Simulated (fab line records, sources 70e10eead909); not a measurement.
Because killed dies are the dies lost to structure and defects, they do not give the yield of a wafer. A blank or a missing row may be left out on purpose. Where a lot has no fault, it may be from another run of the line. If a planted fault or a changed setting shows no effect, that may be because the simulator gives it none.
What tool caused it? ; flow nandHarc ; 13 lots, 39 wafers sampled, at 5 steps of a route of 1302

== WHAT EACH GAUGE READ, for each wafer ==
NHARC_A_DECK1_JOINT_THK_MEAS_17: measures by ellipsometry. Usual: thkNm 45.1 nm, standard deviation 1.3.
lot;measured;on;thkNm (nm);flag
L479;day 12 01:50;filmMetro-01;45.0 45.8 46.8;
L480;day 13 02:19;filmMetro-02;42.6 45.9 46.8;
L481;day 13 02:19;filmMetro-01;43.5 46.1 44.9;
L482;day 13 09:59;filmMetro-01;44.1 44.2 47.9;
L483;day 14 00:14;filmMetro-02;44.0 44.2 46.0;
L484;day 14 14:23;filmMetro-02;44.0 44.4 46.7;
L495;day 19 01:10;filmMetro-02;43.5 44.3 45.4;
L497;day 19 21:25;filmMetro-02;44.5 46.2 44.5;
L498;day 19 21:25;filmMetro-01;46.4 44.0 45.2;
L499;day 20 11:13;filmMetro-02;44.0 44.6 43.1;
L500;day 21 01:15;filmMetro-01;44.4 44.5 44.2;
L501;day 21 07:04;filmMetro-02;44.7 45.5 45.5;
L502;day 21 18:15;filmMetro-01;44.7 43.8 46.7;

NHARC_A_ONON_D2_THK_MEAS_02: measures by ellipsometry. Usual: thkNm 998 nm, standard deviation 9.1.
lot;measured;on;thkNm (nm);flag
L479;day 12 02:26;filmMetro-01;1006 1005 1005;
L480;day 13 02:55;filmMetro-01;1000 1001 1000;
L481;day 13 02:56;filmMetro-01;1001 1002 1003;
L482;day 13 10:37;filmMetro-01;997 997 997;
L483;day 14 00:52;filmMetro-02;1008 1009 1011;
L484;day 14 15:00;filmMetro-01;1006 1007 1007;
L495;day 19 01:47;filmMetro-01;985 986 983;
L497;day 19 22:02;filmMetro-02;1001 1000 1001;
L498;day 19 22:02;filmMetro-01;990 992 989;
L499;day 20 11:50;filmMetro-01;1018 1019 1018;
L500;day 21 01:52;filmMetro-01;985 985 984;
L501;day 21 07:41;filmMetro-01;978 977 978;
L502;day 21 18:52;filmMetro-01;1000 1000 998;

NHARC_END_SORT_01. Usual: killedAtArray 56, standard deviation 19; killedAtOther 0.6, standard deviation 1; killedAtPeriphery 3.9, standard deviation 2.7; killedDies 61, standard deviation 19; killedOpen 3.3, standard deviation 1.9; killedShort 2.4, standard deviation 1.7.
lot;measured;on;killedAtArray;killedAtOther;killedAtPeriphery;killedDies;killedOpen;killedShort;flag
L483;day 25 17:46;prober-01;674 677 675;0 0 1;3 0 1;677 677 677;1 0 3;4 1 5;OFF
L484;day 26 15:25;prober-02;670 669 669;0 1 2;7 7 6;677 677 677;2 9 9;3 1 5;OFF

== TOOL THAT RAN EACH LOT (tool first, then ch and the chambers of the sampled wafers, then the start) ==
lot;NHARC_A_CHANNEL_HOLE_D2_DEP_00;NHARC_A_CHANNEL_HOLE_D2_ETCH_38
L479;aclDep-03 ch 0, day 12 17:32;rieDiel-09 ch 0,3, day 12 20:28
L480;aclDep-02 ch 0, day 13 21:08;rieDiel-01 ch 0,1,2, day 13 23:57
L481;aclDep-01 ch 0, day 13 21:11;rieDiel-09 ch 1,2,3, day 14 00:10
L482;aclDep-03 ch 0, day 13 23:49;rieDiel-01 ch 1,2,3, day 14 02:27
L483;aclDep-01 ch 0, day 14 15:31 and aclDep-03 ch 0, day 14 18:08;rieDiel-09 ch 0,2,3, day 14 20:56
L484;aclDep-03 ch 0, day 15 04:59;rieDiel-05 ch 2,3, day 15 09:37
L495;aclDep-03 ch 0, day 19 20:02;rieDiel-09 ch 1,2, day 19 22:38
L497;aclDep-01 ch 0, day 20 13:32;rieDiel-09 ch 0,1, day 20 16:08
L498;aclDep-03 ch 0, day 20 13:29;rieDiel-01 ch 1,2,3, day 20 16:23
L499;aclDep-01 ch 0, day 21 00:44;rieDiel-01 ch 1,2,3, day 21 03:41
L500;aclDep-03 ch 0, day 21 14:23;rieDiel-01 ch 0,1,3, day 21 17:27
L501;aclDep-03 ch 0, day 21 23:04;rieDiel-05 ch 1,2,3, day 22 02:01
L502;aclDep-02 ch 0, day 22 07:44;rieDiel-01 ch 0,1, day 22 10:29
- NHARC_A_CHANNEL_HOLE_D2_DEP_00: deposits aC, target thk 3100 nm.
- NHARC_A_CHANNEL_HOLE_D2_ETCH_38: etches the open film in CF4, target depth 39 nm, time 65 s.

== AS READ BY THE TOOLS THEMSELVES (means over the sampled wafers that have a number; for cases with no such wafer, the mark the record gives instead) ==
NHARC_A_CHANNEL_HOLE_D2_DEP_00. Usual: susceptorTempC 399.97 C, standard deviation 0.2; throttleValvePct 34.999 %, standard deviation 0.0097.
lot;tool;susceptorTempC (C);throttleValvePct (%);flag
L479;aclDep-03;399.86;34.994;
L480;aclDep-02;400.00;35.004;
L481;aclDep-01;399.96;35.005;
L482;aclDep-03;-;34.992;OFF
L483;aclDep-01/aclDep-03;-;34.996;OFF
L484;aclDep-03;400.14;35.000;
L495;aclDep-03;-;34.998;OFF
L497;aclDep-01;399.97;34.997;
L498;aclDep-03;-;34.988;OFF
L499;aclDep-01;399.73;34.991;
L500;aclDep-03;400.05;35.005;
L501;aclDep-03;400.16;34.999;
L502;aclDep-02;-;35.003;OFF

NHARC_A_CHANNEL_HOLE_D2_ETCH_38. Usual: biasW 100.0 W, standard deviation 0.3; drypumpMotorCurrentA 5.8 A, standard deviation 0.43; oesProductAu 1.007 a.u., standard deviation 0.013; rfVppV 151.3 V, standard deviation 1.3; showerheadPlenumPTorr 1.78 Torr, standard deviation 0.075; throttleValvePct 13.284 %, standard deviation 0.009.
lot;tool;biasW (W);drypumpMotorCurrentA (A);oesProductAu (a.u.);rfVppV (V);showerheadPlenumPTorr (Torr);throttleValvePct (%);flag
L479;rieDiel-09;100.0;5.5;0.995;151.6;1.80;13.277;
L480;rieDiel-01;99.9;5.5;1.012;152.6;1.80;13.280;
L481;rieDiel-09;100.0;6.1;1.000;150.2;1.77;13.290;
L482;rieDiel-01;99.9;5.7;1.011;150.7;1.79;13.283;
L483;rieDiel-09;100.2;5.7;1.008;150.9;1.75;13.289;
L484;rieDiel-05;100.1;6.3;1.017;152.9;1.87;13.282;
L495;rieDiel-09;99.9;6.2;1.009;150.6;1.73;13.285;
L497;rieDiel-09;100.1;5.3;1.000;150.9;1.72;13.277;
L498;rieDiel-01;99.6;5.7;1.002;151.5;1.78;13.286;
L499;rieDiel-01;100.0;5.7;0.997;150.2;1.78;13.278;
L500;rieDiel-01;100.0;5.7;1.006;150.8;1.74;13.284;
L501;rieDiel-05;100.1;6.3;1.018;150.9;1.84;13.285;
L502;rieDiel-01;99.9;5.6;1.003;151.2;1.75;13.286;

== THE ANSWER, worked out from the rows above alone ==
Rule: lot off if the mean of its wafers having a number is beyond 3 standard deviations from the usual mean. A lot without any number at a reading at which 4 lots or more have one is off too. All remaining lots with rows at the step are treated as sound. Order of review: gauges by route order, followed by the tools' own readings, for which a lot's mean as printed above is used. At the first step where some lot is off, the reading lying furthest off is the one used; lots without a number count as furthest.
Off: L483, L484 (NHARC_END_SORT_01, killedAtArray). Neither off nor sound, because the step has no rows for them: L479, L480, L481, L482, L495, L497, L498, L499, L500, L501, L502.
A tool fits if, at a process step before that reading, it ran every lot that is off, and no sound lot after the first of them. Those tools and the gauges at NHARC_END_SORT_01 are tried in the same way. One candidate fits, namely aclDep-03 at NHARC_A_CHANNEL_HOLE_D2_DEP_00. It ran no sound lot before its first lot that is off in this sample, so the start can't be narrowed down.

== WHAT WAS PUT IN BY THE SIMULATOR ==
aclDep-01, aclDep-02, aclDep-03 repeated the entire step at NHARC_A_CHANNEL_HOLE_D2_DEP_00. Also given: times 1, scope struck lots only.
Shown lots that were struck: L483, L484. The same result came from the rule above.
